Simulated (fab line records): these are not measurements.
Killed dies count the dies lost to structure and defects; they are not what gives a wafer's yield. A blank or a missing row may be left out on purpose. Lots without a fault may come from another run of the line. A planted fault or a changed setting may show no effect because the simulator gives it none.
fab line records	flow n5_finfet
record lots=7	wafers=39
route steps=1938 shown WELL_APT@33 STI_FIN_REVEAL@190 DUMMY_GATE@215 MOL_CONTACT_COAG@523
start_h: hours from the record's opening day to when the first of the lot's shown wafers began	wait_h: time in hours since the lot's previous step	" unchanged from the row above	L1.1+2: a row that stands for several wafers	- no value present, or no start provided	* or withheld: withheld	< > ~ a bound
route shown NAME@n: NAME is a module with steps in the file, n the number in the route of the first one	usual: mean/standard deviation of fault-free wafers	same: alike in all rows	chamber/n: place in a boat	sites: each site's reading	_std_site: their standard deviation	_edge_site: inner sites' mean taken away from outer sites' mean	radius_mm: for every site, how far away it sits from the centre of the wafer	mask NAME#n: copy n	behind: tool/chamber where the wafer was last shaped	hold: why the lot was held/for how many hours/how that ended	device: transistor that didn't switch, given as n, p or np	end of line: the tests these same wafers got at the end of their route	step lacking rows: just its recipe	killed: dies that structure and defects cost at the first sort, which is not the same as the wafer's yield	map: a wafer's dies, x killed, . not, _ none there
set.NAME: the run value of the setting; set.NAME@STEP: its run value at that earlier step	model.NAME: the simulator's own value behind a step, which no gauge read
lots whose settings were changed on purpose; a table a step, a row a wafer
## steps
# step N5_WELL_APT_IMPLANT_15
# recipe species=As	energy_kev=25	dose_cm2=1.5e+13	tilt_deg=0	rotation_deg=0
lot.wafer	tool	chamber	start_h	wait_h	set.energy_kev	model.implant.rp_nm	model.implant.drp_nm
L076.1+4+5	implanter-02	0	26.37	0.1	22.46	16.78	7.842
L076.2+3+6	"	0	"	"	25	18.17	8.457
L077.1+5+6	implanter-02	0	32.07	0.1	25	18.46	8.457
L077.2+3+4	"	0	"	"	28.43	20.33	9.272
L079.1+2+3	implanter-01	0	43.94	0.1	28.8	20.22	9.359
L079.4+5+6	"	0	"	"	25	18.18	8.457
L080.1+3+4	implanter-01	0	49.94	0.1	26.67	19.43	8.856
L080.2+5+6	"	0	"	"	25	18.51	8.457
L082.2+4+5	implanter-01	0	62.10	0.1	25	18.95	8.457
L084.1+3+4	implanter-01	0	74.18	0.1	25	18.65	8.457
L084.2+5+6	"	0	"	"	21.89	16.9	7.703
L088.1+4+6	implanter-02	0	98.14	0.1	25	17.95	8.457
L088.2+3+5	"	0	"	"	28.93	20.03	9.39
# step N5_STI_FIN_REVEAL_ETCHBACK_08
# recipe chemistry=C4F6/O2	target=SiO2	target_depth_a=305	time_s=10.167	ion_energy_ev=250	pressure_mtorr=30	source_w=345	bias_w=185	Ar_flow_sccm=300	C4F6_flow_sccm=10	O2_flow_sccm=10
lot.wafer	tool	chamber	start_h	wait_h	set.target_depth_a
L076.1+2+3	rie_diel-04	1,3,2	47.80	0.4	305
L076.4+5+6	"	0,0,1	"	"	292.2
L077.1+2+4	rie_diel-01	2,3,0	53.35	0.2	261.4
L077.3+5+6	"	1,1,2	"	"	305
L079.1+3+4	rie_diel-05	1,3,0	64.46	0.2	305
L079.2+5+6	"	2,3,0	"	"	273.7
L080.1+3+5	rie_diel-04	0,1,1	69.51	0.2	332
L080.2+4+6	"	3,3,0	"	"	305
L082.2+4+5	rie_diel-05	2,3,2	82.26	0.3	305
L084.1+2+6	rie_diel-05	0,3,0	94.78	0.5	305
L084.3+4+5	"	2,1,1	"	"	288.5
L088.1+3+6	rie_diel-05	0,2,2	117.62	0.2	305
L088.2+4+5	"	1,3,3	"	"	269.8
# step N5_STI_FIN_REVEAL_STRIP_24
# recipe chemistry=N2/H2	time_s=90	power_w=100	temp_c=40	pressure_mtorr=100	rf_frequency_hz=6e+07	bias_power_w=3	n2_flow_sccm=300	h2_flow_sccm=300
# step N5_STI_FIN_REVEAL_PRECLEAN_25
# recipe chemistry=SPM	time_s=90	temp_c=120	mix=4:1
# step N5_STI_FIN_REVEAL_SRD_23
# recipe dry=ipa_marangoni	time_s=30	temp_c=23	rinse_liquid=diw
# step N5_STI_FIN_REVEAL_FIN_H_MEAS_10
# usual trench_depth_nm=52.1/0.79
lot.wafer	tool	chamber	start_h	wait_h	set.target_depth_a@STI_FIN_REVEAL_ETCHBACK_08	trench_depth_nm
L076.1	ocd-01	-	50.76	0.0	305	51.7
L076.2	"	-	"	"	305	53.0
L076.3	"	-	"	"	305	52.0
L076.4	"	-	"	"	292.2	51.6
L076.5	"	-	"	"	292.2	51.8
L076.6	"	-	"	"	292.2	50.5
L077.1	ocd-01	-	56.35	0.0	261.4	47.0
L077.2	"	-	"	"	261.4	47.4
L077.3	"	-	"	"	305	51.3
L077.4	"	-	"	"	261.4	48.1
L077.5	"	-	"	"	305	52.0
L077.6	"	-	"	"	305	51.2
L079.1	ocd-02	-	69.04	0.0	305	52.6
L079.2	"	-	"	"	273.7	48.3
L079.3	"	-	"	"	305	50.8
L079.4	"	-	"	"	305	51.7
L079.5	"	-	"	"	273.7	47.9
L079.6	"	-	"	"	273.7	49.0
L080.1	ocd-02	-	72.78	0.0	332	55.8
L080.2	"	-	"	"	305	53.7
L080.3	"	-	"	"	332	55.1
L080.4	"	-	"	"	305	53.4
L080.5	"	-	"	"	332	54.9
L080.6	"	-	"	"	305	53.0
L082.2	ocd-01	-	85.42	0.0	305	51.1
L082.4	"	-	"	"	305	51.1
L082.5	"	-	"	"	305	50.9
L084.1	ocd-01	-	97.80	0.0	305	52.3
L084.2	"	-	"	"	305	51.6
L084.3	"	-	"	"	288.5	50.2
L084.4	"	-	"	"	288.5	50.5
L084.5	"	-	"	"	288.5	50.7
L084.6	"	-	"	"	305	52.5
L088.1	ocd-01	-	120.63	0.0	305	52.7
L088.2	"	-	"	"	269.8	50.0
L088.3	"	-	"	"	305	52.0
L088.4	"	-	"	"	269.8	48.2
L088.5	"	-	"	"	269.8	48.1
L088.6	"	-	"	"	305	51.9
# step N5_DUMMY_GATE_CVD_03
# recipe material=a-Si	target_thk_a=1500	temp_c=530	precursor=SiH4	time_s=8042
lot.wafer	tool	chamber	start_h	wait_h	set.time_s	model.a-Si_of_DUMMY_GATE_CVD_03.thk_nm
L076.1+2	-	-	-	0.1	7980	148.8
L076.3	"	-	"	"	7980	147
L076.4	"	-	"	"	7980	148.2
L076.5	"	-	"	"	7980	148.4
L076.6	"	-	"	"	7980	148
L077.1	-	-	-	2.0	8149	152
L077.2+6	"	-	"	"	8149	152.6
L077.3	"	-	"	"	8149	152.4
L077.4	"	-	"	"	8149	153
L077.5	"	-	"	"	8149	152.2
L079.1+2+4	-	-	-	0.1	8120	152.2
L079.3	"	-	"	"	8120	151.4
L079.5	"	-	"	"	8120	152.6
L079.6	"	-	"	"	8120	153.4
L080.1	-	-	-	0.1	7926	147.8
L080.2	"	-	"	"	7926	148.2
L080.3	"	-	"	"	7926	149
L080.4	"	-	"	"	7926	149.4
L080.5	"	-	"	"	7926	149.2
L080.6	"	-	"	"	7926	148.6
L082.2	lpcvd-02	1/45	86.63	0.1	8042	148.4
L082.4	"	1/54	"	"	8042	148.2
L082.5	"	1/59	"	"	8042	149
L084.1	-	-	-	0.1	7923	145.2
L084.2+4	"	-	"	"	7923	145
L084.3+5	"	-	"	"	7923	145.6
L084.6	"	-	"	"	7923	145.4
L088.1	-	-	-	0.1	8042	150
L088.2	"	-	"	"	8042	150.6
L088.3	"	-	"	"	8042	151.4
L088.4+5	"	-	"	"	8042	151.8
L088.6	"	-	"	"	8042	152
# step N5_DUMMY_GATE_HM_DEP_06
# recipe material=SiNx	target_thk_a=800	precursor=DCS/NH3	temp_c=700	pressure_mtorr=300	time_s=5141
lot.wafer	tool	chamber	start_h	wait_h	set.target_thk_a	model.SiNx_of_DUMMY_GATE_HM_DEP_06.thk_nm
L076.1	-	-	-	3.5	873.6	88
L076.2	"	-	"	"	873.6	88.6
L076.3+5	"	-	"	"	873.6	88.2
L076.4	"	-	"	"	873.6	88.4
L076.6	"	-	"	"	873.6	87.8
L077.1+3	-	-	-	2.4	800	81
L077.2+5	"	-	"	"	800	81.2
L077.4+6	"	-	"	"	800	80.6
L079.1+2	-	-	-	0.0	894.6	89.2
L079.3+6	"	-	"	"	894.6	89
L079.4	"	-	"	"	894.6	89.6
L079.5	"	-	"	"	894.6	89.8
L080.1	-	-	-	0.0	706.1	70.4
L080.2	"	-	"	"	706.1	71.6
L080.3	"	-	"	"	706.1	70.6
L080.4	"	-	"	"	706.1	71.4
L080.5	"	-	"	"	706.1	70.8
L080.6	"	-	"	"	706.1	71
L082.2	lpcvd-01	1/20	90.64	0.0	800	80.6
L082.4	"	1/29	"	"	800	81
L082.5	"	1/34	"	"	800	80.4
L084.1	-	-	-	0.0	740.6	74.4
L084.2	"	-	"	"	740.6	75
L084.3+4+6	"	-	"	"	740.6	74
L084.5	"	-	"	"	740.6	74.2
L088.1+3+5+6	-	-	-	0.0	735.7	73
L088.2	"	-	"	"	735.7	72.8
L088.4	"	-	"	"	735.7	72.6
# step N5_DUMMY_GATE_ETCH_32
# recipe chemistry=CF4	target=SiO2	target_depth_a=35	time_s=3.9	ion_energy_ev=350	pressure_mtorr=10	icp_w=800	bias_w=400	cf4_flow_sccm=80
lot.wafer	tool	chamber	start_h	wait_h	set.time_s	model.etch.depth_nm
L076.1	rie_si-05	1	64.14	0.1	3.505	3.208
L076.2	"	0	"	"	3.9	3.503
L076.3	"	2	"	"	3.9	3.345
L076.4	"	3	"	"	3.505	3.014
L076.5	"	2	"	"	3.9	3.372
L076.6	"	1	"	"	3.505	3.236
L077.1	rie_si-03	0	70.08	0.1	3.9	3.617
L077.2	"	1	"	"	3.107	2.646
L077.3	"	2	"	"	3.9	3.69
L077.4	"	3	"	"	3.107	2.909
L077.5	"	1	"	"	3.107	2.642
L077.6	"	2	"	"	3.9	3.657
L079.1	rie_si-03	2	78.85	0.1	3.9	3.651
L079.2	"	1	"	"	4.74	4.03
L079.3	"	3	"	"	4.74	4.455
L079.4	"	0	"	"	3.9	3.574
L079.5	"	3	"	"	4.74	4.464
L079.6	"	0	"	"	3.9	3.6
L080.1	rie_si-03	3	84.11	0.1	4.315	4.038
L080.2	"	2	"	"	4.315	4
L080.3	"	0	"	"	3.9	3.526
L080.4	"	1	"	"	3.9	3.303
L080.5	"	3	"	"	4.315	4.069
L080.6	"	2	"	"	3.9	3.623
L082.2	rie_si-03	2	95.72	0.1	3.9	3.591
L082.4	"	3	"	"	3.9	3.624
L082.5	"	2	"	"	3.9	3.58
L084.1	rie_si-04	2	108.49	0.1	3.9	3.526
L084.2+5	"	0,1	"	"	3.486	3.15
L084.3	"	1	"	"	3.9	3.516
L084.4	"	3	"	"	3.486	3.147
L084.6	"	0	"	"	3.9	3.567
L088.1	rie_si-04	1	130.11	0.1	3.9	3.513
L088.2	"	0	"	"	3.9	3.545
L088.3	"	3	"	"	3.9	3.502
L088.4	"	2	"	"	3.9	3.529
L088.5	"	3	"	"	3.9	3.527
L088.6	"	0	"	"	3.9	3.56
# step N5_MOL_CONTACT_COAG_EXPOSE_05
# recipe mask_id=CA	na=0.33	source_shape=annular	sigma_inner=0.4	sigma_outer=0.8	polarization=unpolarized	defocus_nm=0	dose_mj=38.25
lot.wafer	tool	chamber	start_h	wait_h	mask	set.dose_mj
L076.1+3+5	euv_scanner-01	0	104.27	-	CA#0	36.56
L076.2+4+6	"	0	"	"	CA#0	38.25
L077.1+4+6	euv_scanner-02	0	109.98	-	CA#0	35.87
L077.2+3+5	"	0	"	"	CA#0	38.25
L079.1+2+5	euv_scanner-01	0	117.61	-	CA#0	38.25
L079.3+4+6	"	0	"	"	CA#0	36
L080.1+4+6	euv_scanner-02	0	124.97	-	CA#0	39.76
L080.2+3+5	"	0	"	"	CA#0	38.25
L082.2+4+5	euv_scanner-02	0	134.08	-	CA#0	38.25
L084.1+3+4	euv_scanner-02	0	147.63	-	CA#0	35.37
L084.2+5+6	"	0	"	"	CA#0	38.25
L088.1+2+3+4+5+6	euv_scanner-01	0	170.95	-	CA#0	38.25
# step N5_MOL_CONTACT_COAG_PEB_06
# recipe peb_temp_c=100	peb_time_s=60	resist=CAR-EUV
# step N5_MOL_CONTACT_COAG_DEVELOP_07
# recipe develop_time_s=30	developer=TMAH	resist=CAR-EUV	rinse_liquid=surfactant_rinse	dry=air_spin	dev_temp_c=23
# step N5_MOL_CONTACT_COAG_CD_MEAS_08
# recipe target_cd_nm=28	landing_energy_ev=500	detector=se_inlens	polarity=opening
# usual cd_nm=27.84/0.22
lot.wafer	tool	chamber	start_h	wait_h	set.dose_mj@MOL_CONTACT_COAG_EXPOSE_05	cd_nm
L076.1	cd_sem-02	0	104.40	-	36.56	26.57
L076.2	"	0	"	"	38.25	27.86
L076.3	"	0	"	"	36.56	26.83
L076.4	"	0	"	"	38.25	27.68
L076.5	"	0	"	"	36.56	26.81
L076.6	"	0	"	"	38.25	27.53
L077.1	cd_sem-01	0	110.11	-	35.87	26.28
L077.2	"	0	"	"	38.25	27.75
L077.3	"	0	"	"	38.25	27.80
L077.4	"	0	"	"	35.87	25.89
L077.5	"	0	"	"	38.25	27.70
L077.6	"	0	"	"	35.87	26.55
L079.1	cd_sem-01	0	117.74	-	38.25	27.95
L079.2	"	0	"	"	38.25	27.85
L079.3	"	0	"	"	36	26.86
L079.4	"	0	"	"	36	26.42
L079.5	"	0	"	"	38.25	27.93
L079.6	"	0	"	"	36	26.32
L080.1	cd_sem-01	0	125.10	-	39.76	29.09
L080.2	"	0	"	"	38.25	27.80
L080.3	"	0	"	"	38.25	27.86
L080.4	"	0	"	"	39.76	28.82
L080.5	"	0	"	"	38.25	27.59
L080.6	"	0	"	"	39.76	28.55
L082.2	cd_sem-01	0	134.20	-	38.25	27.72
L082.4	"	0	"	"	38.25	27.33
L082.5	"	0	"	"	38.25	27.42
L084.1	cd_sem-01	0	147.76	-	35.37	26.15
L084.2	"	0	"	"	38.25	27.84
L084.3	"	0	"	"	35.37	26.26
L084.4	"	0	"	"	35.37	25.94
L084.5	"	0	"	"	38.25	27.44
L084.6	"	0	"	"	38.25	27.65
L088.1	cd_sem-01	0	171.08	-	38.25	28.23
L088.2	"	0	"	"	38.25	27.95
L088.3	"	0	"	"	38.25	28.07
L088.4	"	0	"	"	38.25	28.11
L088.5	"	0	"	"	38.25	27.81
L088.6	"	0	"	"	38.25	27.75
# step N5_MOL_CONTACT_COAG_DESCUM_13
# recipe chemistry=O2	time_s=7	source_power_w=50	bias_power_w=20	pressure_mtorr=20	rf_frequency_hz=2.712e+07	temp_c=40	resist=CAR-EUV	o2_flow_sccm=225
# step N5_MOL_CONTACT_COAG_ETCH_59
# recipe chemistry=N2/H2	target=underlayer	target_depth_a=130	mask_material=CAR-EUV	time_s=10.4	ion_energy_ev=200	pressure_mtorr=30	source_w=840	bias_w=150	n2_flow_sccm=200	h2_flow_sccm=200	ends=cleared
lot.wafer	tool	chamber	start_h	wait_h	set.dose_mj@MOL_CONTACT_COAG_EXPOSE_05	model.MOL_CONTACT_COAG.cd_offset_nm
L076.1+3	rie_diel-04	2,0	104.56	0.0	36.56	-1.4
L076.2	"	1	"	"	38.25	-0.4
L076.4	"	3	"	"	38.25	0
L076.5	"	1	"	"	36.56	-1.2
L076.6	"	0	"	"	38.25	-0.2
L077.1+4	rie_diel-04	1,0	110.27	0.0	35.87	-1.8
L077.2	"	2	"	"	38.25	-0.4
L077.3+5	"	3	"	"	38.25	0
L077.6	"	0	"	"	35.87	-1.6
L079.1+2	rie_diel-05	2,0	117.95	0.0	38.25	0
L079.3	"	1	"	"	36	-1.2
L079.4+6	"	3,0	"	"	36	-1.4
L079.5	"	3	"	"	38.25	-0.2
L080.1	rie_diel-05	0	125.28	0.0	39.76	0.6
L080.2+3+5	"	2,3,2	"	"	38.25	-0.2
L080.4+6	"	1	"	"	39.76	1
L082.2	rie_diel-05	0	134.48	0.0	38.25	-0.2
L082.4+5	"	1,3	"	"	38.25	-0.4
L084.1	rie_diel-04	3	147.91	0.0	35.37	-2
L084.2+6	"	2,0	"	"	38.25	-0.4
L084.3	"	0	"	"	35.37	-1.8
L084.4	"	1	"	"	35.37	-2.2
L084.5	"	1	"	"	38.25	-0.6
L088.1+4+5+6	rie_diel-05	0,3,0,3	171.48	0.0	38.25	0
L088.2	"	2	"	"	38.25	-0.2
L088.3	"	1	"	"	38.25	0.2
# step N5_MOL_CONTACT_COAG_ETCH_105
# recipe chemistry=CF4	target=SiARC	target_depth_a=156	mask_material=CAR-EUV	time_s=26	ion_energy_ev=80	pressure_mtorr=40	source_w=545	bias_w=36	Ar_flow_sccm=100	cf4_flow_sccm=100	ends=cleared
# step N5_MOL_CONTACT_COAG_ETCH_106
# recipe chemistry=N2/H2	target=SOC	target_depth_a=800	overetch_a=160	mask_material=SiARC	temp_c=40	time_s=120	ion_energy_ev=200	pressure_mtorr=30	source_w=840	bias_w=150	n2_flow_sccm=200	h2_flow_sccm=200
lot.wafer	tool	chamber	start_h	wait_h	set.dose_mj@MOL_CONTACT_COAG_EXPOSE_05	model.MOL_CONTACT_COAG.cd_offset_nm
L076.1	rie_diel-04	2	104.61	0.0	36.56	-1.4
L076.2	"	1	"	"	38.25	-0.4
L076.3	"	0	"	"	36.56	-1.8
L076.4	"	3	"	"	38.25	0.4
L076.5	"	1	"	"	36.56	-1.2
L076.6	"	0	"	"	38.25	-0.6
L077.1+6	rie_diel-04	1,0	110.32	0.0	35.87	-2
L077.2	"	2	"	"	38.25	-0.6
L077.3+5	"	3	"	"	38.25	0.2
L077.4	"	0	"	"	35.87	-2.2
L079.1	rie_diel-05	2	117.99	0.0	38.25	0.2
L079.2	"	0	"	"	38.25	-0.4
L079.3+6	"	1,0	"	"	36	-1.4
L079.4	"	3	"	"	36	-1.8
L079.5	"	3	"	"	38.25	-0.2
L080.1	rie_diel-05	0	125.33	0.0	39.76	0.6
L080.2	"	2	"	"	38.25	0
L080.3	"	3	"	"	38.25	-0.4
L080.4+6	"	1	"	"	39.76	1
L080.5	"	2	"	"	38.25	-0.2
L082.2	rie_diel-05	0	134.53	0.0	38.25	-0.2
L082.4+5	"	1,3	"	"	38.25	-0.4
L084.1	rie_diel-04	3	147.96	0.0	35.37	-1.4
L084.2+5+6	"	2,1,0	"	"	38.25	-0.4
L084.3+4	"	0,1	"	"	35.37	-2
L088.1+4+5	rie_diel-05	0,3,0	171.53	0.0	38.25	-0.2
L088.2+6	"	2,3	"	"	38.25	0
L088.3	"	1	"	"	38.25	0.6
# step N5_MOL_CONTACT_COAG_STRIP_107
# recipe chemistry=N2/H2	temp_c=40	n2_flow_sccm=200	h2_flow_sccm=200	rf_frequency_hz=6e+07
# step N5_MOL_CONTACT_COAG_STRIP_108
# recipe chemistry=N2/H2	temp_c=40	n2_flow_sccm=200	h2_flow_sccm=200	rf_frequency_hz=6e+07
# step N5_MOL_CONTACT_COAG_CONTACT_ETCH_14
# recipe chemistry=C4F6/O2	target=SiO2	target_depth_a=275	overetch_a=85	mask_material=SOC	pressure_mtorr=30	source_w=370	bias_w=185	Ar_flow_sccm=300	C4F6_flow_sccm=16	O2_flow_sccm=10	time_s=20	ion_energy_ev=259.6
lot.wafer	tool	chamber	start_h	wait_h	set.dose_mj@MOL_CONTACT_COAG_EXPOSE_05	model.MOL_CONTACT_COAG.cd_offset_nm
L076.1	rie_diel-04	2	104.71	0.0	36.56	-1.4
L076.2	"	1	"	"	38.25	-0.2
L076.3	"	0	"	"	36.56	-2
L076.4	"	3	"	"	38.25	0.4
L076.5	"	1	"	"	36.56	-1.2
L076.6	"	0	"	"	38.25	-0.6
L077.1+6	rie_diel-04	1,0	110.42	0.0	35.87	-2
L077.2	"	2	"	"	38.25	-0.8
L077.3+5	"	3	"	"	38.25	0.2
L077.4	"	0	"	"	35.87	-2.2
L079.1	rie_diel-05	2	118.09	0.0	38.25	0.2
L079.2	"	0	"	"	38.25	-0.4
L079.3	"	1	"	"	36	-1.2
L079.4	"	3	"	"	36	-1.8
L079.5	"	3	"	"	38.25	-0.2
L079.6	"	0	"	"	36	-1.6
L080.1	rie_diel-05	0	125.43	0.0	39.76	0.6
L080.2	"	2	"	"	38.25	0
L080.3	"	3	"	"	38.25	-0.4
L080.4+6	"	1	"	"	39.76	1.2
L080.5	"	2	"	"	38.25	-0.2
L082.2+4	rie_diel-05	0,1	134.63	0.0	38.25	-0.2
L082.5	"	3	"	"	38.25	-0.4
L084.1	rie_diel-04	3	148.06	0.0	35.37	-1.6
L084.2	"	2	"	"	38.25	-0.2
L084.3	"	0	"	"	35.37	-2.2
L084.4	"	1	"	"	35.37	-2
L084.5+6	"	1,0	"	"	38.25	-0.6
L088.1+4+5+6	rie_diel-05	0,3,0,3	171.63	0.0	38.25	-0.2
L088.2	"	2	"	"	38.25	0
L088.3	"	1	"	"	38.25	0.8
# step N5_MOL_CONTACT_COAG_STRIP_109
# recipe chemistry=C4F6/O2	resist=SiARC	rf_frequency_hz=6e+07
# step N5_MOL_CONTACT_COAG_ETCH_15
# recipe chemistry=CH3F/O2	target=SiNx	target_depth_a=70	mask_material=SOC	stop_on=Si:P	over_etch_frac=0.75	ion_energy_ev=120	pressure_mtorr=30	source_w=395	bias_w=73	Ar_flow_sccm=150	CH3F_flow_sccm=30	O2_flow_sccm=20
# step N5_MOL_CONTACT_COAG_ETCH_110
# recipe chemistry=CF4/O2	target=Si	target_depth_a=25	time_s=8	pressure_mtorr=100	source_w=200	bias_w=12	ion_energy_ev=60	Ar_flow_sccm=100	cf4_flow_sccm=100	O2_flow_sccm=10
# step N5_MOL_CONTACT_COAG_STRIP_98
# recipe chemistry=N2/H2	power_w=500	temp_c=40	pressure_mtorr=50	rf_frequency_hz=6e+07	overash_fraction=0.3	bias_power_w=8	h2_frac=0.5	n2_flow_sccm=300	h2_flow_sccm=300
# step N5_MOL_CONTACT_COAG_CD_MEAS_99
# recipe target_cd_nm=17.2	polarity=opening
# usual cd_nm=17.0/0.38
lot.wafer	tool	chamber	start_h	wait_h	set.dose_mj@MOL_CONTACT_COAG_EXPOSE_05	cd_nm
L076.1	cd_sem-03	-	104.92	-	36.56	15.5
L076.2	"	-	"	"	38.25	17.1
L076.3	"	-	"	"	36.56	15.1
L076.4	"	-	"	"	38.25	17.5
L076.5	"	-	"	"	36.56	16.2
L076.6	"	-	"	"	38.25	16.4
L077.1	cd_sem-02	-	110.63	-	35.87	15.1
L077.2	"	-	"	"	38.25	16.3
L077.3	"	-	"	"	38.25	16.9
L077.4	"	-	"	"	35.87	14.8
L077.5	"	-	"	"	38.25	17.2
L077.6	"	-	"	"	35.87	14.6
L079.1	cd_sem-02	-	118.31	-	38.25	17.5
L079.2	"	-	"	"	38.25	16.3
L079.3	"	-	"	"	36	15.9
L079.4	"	-	"	"	36	15.1
L079.5	"	-	"	"	38.25	17.1
L079.6	"	-	"	"	36	15.5
L080.1	cd_sem-02	-	125.64	-	39.76	17.5
L080.2	"	-	"	"	38.25	17.0
L080.3	"	-	"	"	38.25	16.7
L080.4	"	-	"	"	39.76	18.1
L080.5	"	-	"	"	38.25	17.1
L080.6	"	-	"	"	39.76	18.2
L082.2	cd_sem-01	-	134.84	-	38.25	16.7
L082.4	"	-	"	"	38.25	16.8
L082.5	"	-	"	"	38.25	16.3
L084.1	cd_sem-03	-	148.28	-	35.37	15.5
L084.2	"	-	"	"	38.25	17.2
L084.3	"	-	"	"	35.37	14.7
L084.4	"	-	"	"	35.37	15.1
L084.5	"	-	"	"	38.25	17.0
L084.6	"	-	"	"	38.25	16.4
L088.1	cd_sem-02	-	171.84	-	38.25	16.6
L088.2	"	-	"	"	38.25	17.2
L088.3	"	-	"	"	38.25	18.0
L088.4	"	-	"	"	38.25	17.0
L088.5	"	-	"	"	38.25	17.1
L088.6	"	-	"	"	38.25	17.1
## key
split step=N5_WELL_APT_IMPLANT_15	setting=energy_kev	stated=25	by=wafer
response step=N5_WELL_APT_IMPLANT_15	reading=model.implant.rp_nm	change=+0.135	per=1%	r=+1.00
response step=N5_WELL_APT_IMPLANT_15	reading=model.implant.drp_nm	change=+0.0597	per=1%	r=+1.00
split step=N5_STI_FIN_REVEAL_ETCHBACK_08	setting=target_depth_a	stated=305	by=wafer
response step=N5_STI_FIN_REVEAL_FIN_H_MEAS_10	reading=trench_depth_nm	change=+0.282	per=1%	r=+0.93
split step=N5_DUMMY_GATE_CVD_03	setting=time_s	stated=8042	by=lot
response step=N5_DUMMY_GATE_CVD_03	reading=model.a-Si_of_DUMMY_GATE_CVD_03.thk_nm	change=+2.09	per=1%	r=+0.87
split step=N5_DUMMY_GATE_HM_DEP_06	setting=target_thk_a	stated=800	by=lot
response step=N5_DUMMY_GATE_HM_DEP_06	reading=model.SiNx_of_DUMMY_GATE_HM_DEP_06.thk_nm	change=+0.815	per=1%	r=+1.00
split step=N5_DUMMY_GATE_ETCH_32	setting=time_s	stated=3.9	by=wafer
response step=N5_DUMMY_GATE_ETCH_32	reading=model.etch.depth_nm	change=+0.0386	per=1%	r=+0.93
split step=N5_MOL_CONTACT_COAG_EXPOSE_05	setting=dose_mj	stated=38.25	by=wafer
response step=N5_MOL_CONTACT_COAG_CD_MEAS_08	reading=cd_nm	change=+0.227	per=1%	r=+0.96
response step=N5_MOL_CONTACT_COAG_ETCH_59	reading=model.MOL_CONTACT_COAG.cd_offset_nm	change=+0.231	per=1%	r=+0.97
response step=N5_MOL_CONTACT_COAG_ETCH_106	reading=model.MOL_CONTACT_COAG.cd_offset_nm	change=+0.248	per=1%	r=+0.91
response step=N5_MOL_CONTACT_COAG_CONTACT_ETCH_14	reading=model.MOL_CONTACT_COAG.cd_offset_nm	change=+0.256	per=1%	r=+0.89
response step=N5_MOL_CONTACT_COAG_CD_MEAS_99	reading=cd_nm	change=+0.267	per=1%	r=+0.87
